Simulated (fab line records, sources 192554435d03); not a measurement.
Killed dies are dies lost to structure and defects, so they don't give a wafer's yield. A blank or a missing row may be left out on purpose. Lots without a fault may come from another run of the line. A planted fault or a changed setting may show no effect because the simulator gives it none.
Chamber matching | flow n5_finfet | N5_BEOL_M0_SAQP_ETCH_102 on rie_si-01: 4 sister chambers
The step etches SiO2 in CF4, target depth 4 nm, time 4.4 s. 14 wafers are shown with their chamber, then 7 later ones without.

WAFERS WITH THEIR CHAMBER
wafer  | chamber | throttle_valve_pct (%) | drypump_motor_current_A (A) | oes_product_au (a.u.)
L074.2 | 3       | 21.83                  | 5.9                         | 1.009
L074.3 | 0       | 21.68                  | 5.0                         | 0.993
L074.6 | 2       | 22.35                  | 5.8                         | 0.991
L075.2 | 0       | 21.68                  | 5.0                         | 0.990
L075.5 | 2       | 22.34                  | 5.8                         | 1.018
L075.6 | 1       | 21.98                  | 5.7                         | 0.971
L077.2 | 3       | 21.82                  | 5.9                         | 1.002
L077.5 | 0       | 21.66                  | 5.0                         | 0.987
L077.6 | 3       | 21.83                  | 5.9                         | 1.016
L084.3 | 0       | 21.68                  | 5.0                         | 0.992
L084.4 | 3       | 21.82                  | 5.9                         | 1.014
L084.5 | 0       | 21.67                  | 5.0                         | 0.997
L092.2 | 2       | 22.34                  | 5.8                         | 1.004
L092.4 | 1       | 21.97                  | 5.6                         | 0.978

SIGNATURES (means of the wafers above)
reading                 | chamber 0 | chamber 1 | chamber 2 | chamber 3 | scatter within a chamber
throttle_valve_pct      | 21.6740   | 21.9750   | 22.3433   | 21.8250   | 0.00733
drypump_motor_current_A | 5.000     | 5.650     | 5.800     | 5.900     | 0.0224
oes_product_au          | 0.99180   | 0.97450   | 1.00433   | 1.01025   | 0.00749
Rule: a wafer's distance from a chamber is the root of the sum, over the readings, of the square of ((its reading less the chamber's mean) divided by the reading's scatter). The wafer belongs to the nearest chamber; if the next one is less than 2 further off, it can't be placed. The scatter: the root of (the sum of the squares of (reading less its chamber's mean) over the shown wafers, divided by (wafers less chambers)).

WAFERS WITHOUT THEIR CHAMBER
wafer  | throttle_valve_pct (%) | drypump_motor_current_A (A) | oes_product_au (a.u.)
L092.6 | 22.33                  | 5.8                         | 0.995
L093.2 | 22.34                  | 5.8                         | 1.000
L093.5 | 21.85                  | 5.9                         | 1.009
L093.6 | 21.68                  | 5.0                         | 1.001
L095.1 | 21.69                  | 5.0                         | 0.995
L095.3 | 21.83                  | 5.8                         | 1.014
L095.4 | 21.97                  | 5.7                         | 0.991

WHICH CHAMBER EACH WENT THROUGH
wafer  | from the rows above | in truth
L092.6 | 2                   | 2
L093.2 | 2                   | 2
L093.5 | 3                   | 3
L093.6 | 0                   | 0
L095.1 | 0                   | 0
L095.3 | 3                   | 3
L095.4 | 1                   | 1
Placed correctly: 7 of 7. Can't be placed from these rows: 0. Placed wrongly: 0.
